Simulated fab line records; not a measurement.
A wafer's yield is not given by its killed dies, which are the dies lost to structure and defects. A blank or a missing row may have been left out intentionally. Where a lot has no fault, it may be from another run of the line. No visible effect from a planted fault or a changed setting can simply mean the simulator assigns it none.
What tool caused it?    flow n5 finfet    21 wafers from 7 lots sampled at 3 of the route's 1938 steps

== WHAT EACH GAUGE READ, for each wafer ==
N5_SPACER0_INSPECT_04: inspects for defects (darkfield).
lot   measured     on                 raw defect count
L155  day 3 10:34  defect inspect-02  153 146 198
L157  day 3 17:50  defect inspect-01  169 179 146
L159  day 4 08:43  defect inspect-01  126 117 120
L162  day 5 00:11  defect inspect-01  125 103 180
L173  day 7 19:05  defect inspect-02  124 149 174
L175  day 8 06:44  defect inspect-02  109 126 115
L177  day 8 23:19  defect inspect-01  171 102 108

== TOOL THAT RAN EACH LOT (tool first, then ch and the chambers of the sampled wafers, then the start) ==
lot   N5_DUMMY_GATE_DESCUM_20            N5_DUMMY_GATE_ETCH_23
L155  rie diel-03 ch 2,3, day 3 07:13    rie si-01 ch 1,2,3, day 3 07:56
L157  rie diel-02 ch 1,2,3, day 3 15:52  rie si-05 ch 1,2,3, day 3 16:38
L159  rie diel-02 ch 0,1,3, day 4 05:38  rie si-01 ch 0,1, day 4 06:22
L162  rie diel-06 ch 2,3, day 4 22:07    rie si-05 ch 1,2,3, day 4 23:06
L173  rie diel-06 ch 0,2,3, day 7 17:14  rie si-01 ch 1,2, day 7 17:58
L175  rie diel-03 ch 1,2, day 8 04:53    rie si-01 ch 1,3, day 8 05:40
L177  rie diel-02 ch 1,2,3, day 8 16:17  rie si-06 ch 0,1,3, day 8 17:16
- N5_DUMMY_GATE_DESCUM_20: chemistry O2, time 6.2 s.
- N5_DUMMY_GATE_ETCH_23: etches poly-Si in HBr/Cl2/O2, target depth 41 nm, time 22.3 s.

== THE ANSWER, worked out from the rows above alone ==
Rule: the lots themselves supply what counts as usual. Put in order of their means at a reading, lots are off if they are a third of the lots or fewer, leave a main group of 4 or more, and stand apart from it by a gap of 3 or more times the standard deviation of the main group's means; of several such gaps the widest counts. A main group whose means are all the same, to the digits that the tables above print for the reading, isn't used. Also off: a lot with no number at a reading for which 4 or more lots have one. The other lots that the step has rows for count as sound.
Across all readings shown, no lot is off: no conclusion can be drawn from this.

== WHAT THE SIMULATOR HAD INSERTED ==
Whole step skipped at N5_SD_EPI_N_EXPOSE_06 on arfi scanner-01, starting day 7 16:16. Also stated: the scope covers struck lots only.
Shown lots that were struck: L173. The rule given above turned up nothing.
